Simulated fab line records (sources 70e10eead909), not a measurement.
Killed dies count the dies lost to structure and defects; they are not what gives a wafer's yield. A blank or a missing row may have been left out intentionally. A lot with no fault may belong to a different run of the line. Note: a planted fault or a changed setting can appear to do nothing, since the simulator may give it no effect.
Which tool was responsible? | flow nand harc | Sampling: 15 lots, 42 wafers, 5 of 1159 route steps

== WHAT EACH GAUGE READ, for each wafer ==
NHARC_END_SORT_01. Usual: killed at array 27, standard deviation 11; killed at other 0.8, standard deviation 1.1; killed at periphery 2.8, standard deviation 1.9; killed dies 30, standard deviation 11; killed open 3.3, standard deviation 1.8; killed short 2.3, standard deviation 1.5.
lot  | measured     | on        | killed at array | killed at other | killed at periphery | killed dies | killed open | killed short | flag
L421 | day 21 02:32 | prober-01 | 15 19 9         | 0 0 2           | 2 1 2               | 17 20 13    | 4 4 3       | 2 3 2        |
L430 | day 23 19:52 | prober-02 | 38 35           | 0 1             | 1 1                 | 39 37       | 0 1         | 1 3          |
L435 | day 24 11:28 | prober-02 | 28 43 19        | 1 1 0           | 5 2 4               | 34 46 23    | 4 4 5       | 2 4 1        |
L437 | day 25 09:22 | prober-02 | 20 26 17        | 3 1 0           | 0 1 2               | 23 28 19    | 0 2 2       | 1 4 3        |

== EACH LOT AND THE TOOL THAT RAN IT (in order: tool; ch and the chambers of the sampled wafers; start) ==
lot  | NHARC_A_SGD_CUT_ETCH_16                       | NHARC_A_SLIT_DEP_23             | NHARC_A_SLIT_SOFTBAKE_04          | NHARC_A_SLIT_ETCH_17
L414 | rie diel-12 ch 0,1,3, day 13 23:06 or earlier | pecvd-02 ch 0,1,2, day 13 23:06 | litho track-04 ch 0, day 13 23:00 | har etch-02 ch 0,1, day 14 02:17
L416 | rie diel-13 ch 0,2,3, day 14 17:40 or earlier | pecvd-02 ch 0,2, day 14 17:40   | litho track-04 ch 0, day 14 17:00 | har etch-02 ch 0,1, day 14 19:11
L419 | rie diel-12 ch 0,3, day 14 18:22 or earlier   | pecvd-01 ch 1,2, day 14 18:22   | litho track-06 ch 0, day 14 18:00 | har etch-02 ch 0,1, day 14 22:33
L417 | rie diel-13 ch 1,2,3, day 14 17:47 or earlier | pecvd-04 ch 0,1,2, day 14 17:47 | litho track-01 ch 0, day 14 18:00 | har etch-02 ch 0,1, day 14 20:53
L415 | rie diel-12 ch 2,3, day 14 19:44 or earlier   | pecvd-04 ch 0,1,2, day 14 19:44 | litho track-06 ch 0, day 14 19:00 | har etch-01 ch 0,1, day 14 23:20
L418 | rie diel-12 ch 0,2, day 14 20:11              | pecvd-04 ch 0,2, day 15 04:41   | litho track-06 ch 0, day 15 04:00 | har etch-02 ch 0,1, day 15 06:20
L421 | rie diel-12 ch 0,1,2, day 16 09:25 or earlier | pecvd-04 ch 0,1,2, day 16 09:25 | litho track-04 ch 0, day 16 09:00 | har etch-01 ch 0,1, day 16 12:26
L426 | rie diel-02 ch 1,2, day 17 11:09 or earlier   | pecvd-02 ch 0,1, day 17 11:09   | litho track-01 ch 0, day 17 11:00 | har etch-01 ch 0,1, day 17 13:59
L429 | rie diel-02 ch 0,2, day 18 15:03 or earlier   | pecvd-04 ch 0,1, day 18 15:03   | litho track-01 ch 0, day 18 15:00 | har etch-02 ch 0,1, day 18 16:35
L433 | rie diel-02 ch 0,1, day 19 00:13 or earlier   | pecvd-02 ch 0,1, day 19 00:13   | litho track-04 ch 0, day 19 00:00 | har etch-02 ch 0,1, day 19 02:06
L430 | rie diel-13 ch 1,3, day 19 02:12 or earlier   | pecvd-01 ch 1,2, day 19 02:12   | litho track-01 ch 0, day 19 02:00 | har etch-02 ch 1, day 19 03:51
L434 | rie diel-02 ch 0,2, day 19 07:02 or earlier   | pecvd-01 ch 0,1, day 19 07:02   | litho track-04 ch 0, day 19 07:00 | har etch-02 ch 0,1, day 19 11:22
L435 | rie diel-12 ch 0,1,3, day 19 05:56 or earlier | pecvd-04 ch 0,2, day 19 05:56   | litho track-06 ch 0, day 19 06:00 | har etch-02 ch 0,1, day 19 09:56
L437 | rie diel-13 ch 1,2,3, day 19 20:23 or earlier | pecvd-01 ch 1,2, day 19 20:23   | litho track-04 ch 0, day 19 20:00 | har etch-01 ch 0,1, day 19 22:13
L436 | rie diel-12 ch 0,2, day 19 21:41 or earlier   | pecvd-02 ch 1,2, day 19 21:41   | litho track-04 ch 0, day 19 21:00 | har etch-02 ch 0, day 19 23:30
- NHARC_A_SGD_CUT_ETCH_16: etches the open film in C4F8/O2/Ar, target depth 310.5 nm, time 155.2 s.
- NHARC_A_SLIT_DEP_23: deposits SiON, target thk 100 nm.
- NHARC_A_SLIT_SOFTBAKE_04: time 55 s.
- NHARC_A_SLIT_ETCH_17: etches the open film in C4F8/O2/Ar, time 1687.5 s, target depth 10100 nm.

== WHAT THE TOOLS THEMSELVES READ (means of the sampled wafers that have a number; where no wafer has one, the mark that the record gives instead) ==
NHARC_A_SGD_CUT_ETCH_16. Usual: oes product au 0.968 a.u., standard deviation 0.015; rf vpp V 725 V, standard deviation 4.1.
lot  | tool        | oes product au (a.u.) | rf vpp V (V) | flag
L414 | rie diel-12 | 0.979                 | 726          |
L416 | rie diel-13 | 0.980                 | 725          |
L419 | rie diel-12 | 0.987                 | 723          |
L417 | rie diel-13 | 0.970                 | 724          |
L415 | rie diel-12 | 0.985                 | 724          |
L418 | rie diel-12 | 0.976                 | 728          |
L421 | rie diel-12 | 0.955                 | 728          |
L426 | rie diel-02 | 0.950                 | 723          |
L429 | rie diel-02 | 0.951                 | 718          |
L433 | rie diel-02 | 0.979                 | 725          |
L430 | rie diel-13 | 0.978                 | 724          |
L434 | rie diel-02 | 0.967                 | 719          |
L435 | rie diel-12 | 0.981                 | 727          |
L437 | rie diel-13 | 0.972                 | 724          |
L436 | rie diel-12 | 0.961                 | 729          |

NHARC_A_SLIT_DEP_23. Usual: heater power w at 772 W, with a standard deviation of 86.
lot  | tool     | heater power w (W) | flag
L414 | pecvd-02 | 822                |
L416 | pecvd-02 | 850                |
L419 | pecvd-01 | 818                |
L417 | pecvd-04 | 778                |
L415 | pecvd-04 | 759                |
L418 | pecvd-04 | 708                |
L421 | pecvd-04 | 718                |
L426 | pecvd-02 | 842                |
L429 | pecvd-04 | 682                |
L433 | pecvd-02 | 838                |
L430 | pecvd-01 | 824                |
L434 | pecvd-01 | 790                |
L435 | pecvd-04 | 758                |
L437 | pecvd-01 | 776                |
L436 | pecvd-02 | 759                |

NHARC_A_SLIT_SOFTBAKE_04. Usual: heater power total W at 188.45 W, with a standard deviation of 0.14.
lot  | tool           | heater power total W (W) | flag
L414 | litho track-04 | 188.49                   |
L416 | litho track-04 | 188.46                   |
L419 | litho track-06 | 188.55                   |
L417 | litho track-01 | 188.35                   |
L415 | litho track-06 | 188.38                   |
L418 | litho track-06 | 188.43                   |
L421 | litho track-04 | 188.37                   |
L426 | litho track-01 | 192.74                   | OFF
L429 | litho track-01 | 192.70                   | OFF
L433 | litho track-04 | 188.36                   |
L430 | litho track-01 | 192.81                   | OFF
L434 | litho track-04 | 188.36                   |
L435 | litho track-06 | 188.43                   |
L437 | litho track-04 | 188.37                   |
L436 | litho track-04 | 188.34                   |

NHARC_A_SLIT_ETCH_17. Usual: drypump motor current A 5.6 A, standard deviation 0.43; showerhead plenum p Torr 3.74 Torr, standard deviation 0.092; throttle valve pct 32.047 %, standard deviation 0.0088.
lot  | tool        | drypump motor current A (A) | showerhead plenum p Torr (Torr) | throttle valve pct (%) | flag
L414 | har etch-02 | 5.7                         | 3.78                            | 32.047                 |
L416 | har etch-02 | 5.5                         | 3.70                            | 32.042                 |
L419 | har etch-02 | 5.8                         | 3.77                            | 32.045                 |
L417 | har etch-02 | 5.5                         | 3.70                            | 32.046                 |
L415 | har etch-01 | 5.2                         | 3.79                            | 32.057                 |
L418 | har etch-02 | 5.5                         | 3.70                            | 32.044                 |
L421 | har etch-01 | 5.5                         | 3.79                            | 32.042                 |
L426 | har etch-01 | 5.3                         | 3.78                            | 32.060                 |
L429 | har etch-02 | 5.7                         | 3.71                            | 32.041                 |
L433 | har etch-02 | 5.5                         | 3.68                            | 32.036                 |
L430 | har etch-02 | 5.3                         | 3.61                            | 32.058                 |
L434 | har etch-02 | 5.5                         | 3.68                            | 32.048                 |
L435 | har etch-02 | 5.8                         | 3.75                            | 32.051                 |
L437 | har etch-01 | 5.6                         | 3.76                            | 32.062                 |
L436 | har etch-02 | 6.0                         | 3.81                            | 32.061                 |

== THE ANSWER, worked out from the rows above alone ==
Rule: a lot counts as off when the mean over its wafers that have a number is more than 3 standard deviations away from the usual mean. A lot without any number at a reading at which 4 lots or more have one is off too. Any other lot the step has rows for is counted as sound. Order of review: gauges by route order, followed by the tools' own readings, for which a lot's mean as printed above is used. The first step at which some lot is off is used, and at that step the reading that is off furthest; a lot without a number counts as furthest.
Off at NHARC_A_SLIT_SOFTBAKE_04 (heater power total W): L426, L429, L430.
If a tool, at that step or one of the process steps before it, ran each lot that is off and ran no sound lot following the first of them, it fits. NHARC_A_SGD_CUT_ETCH_16: start missing for some lots; hours and lot order therefore follow NHARC_A_SLIT_DEP_23. One fits: NHARC_A_SLIT_SOFTBAKE_04 on litho track-01. A fault onset in the window from L417 (day 14 18:00, its last sound lot) to L426 (day 17 11:00, its first lot off) fits.
The tool's own readings at NHARC_A_SLIT_SOFTBAKE_04 bear it out: on the lots that are off they differ by more than 5 times the standard deviation of the sound lots' means. heater power total W reads 192.75 W there against 188.41 W on the sound lots.

== WHAT THE SIMULATOR HAD PUT IN ==
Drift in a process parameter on litho track-01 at NHARC_A_SLIT_SOFTBAKE_04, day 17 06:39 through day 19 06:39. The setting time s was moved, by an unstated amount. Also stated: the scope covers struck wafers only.
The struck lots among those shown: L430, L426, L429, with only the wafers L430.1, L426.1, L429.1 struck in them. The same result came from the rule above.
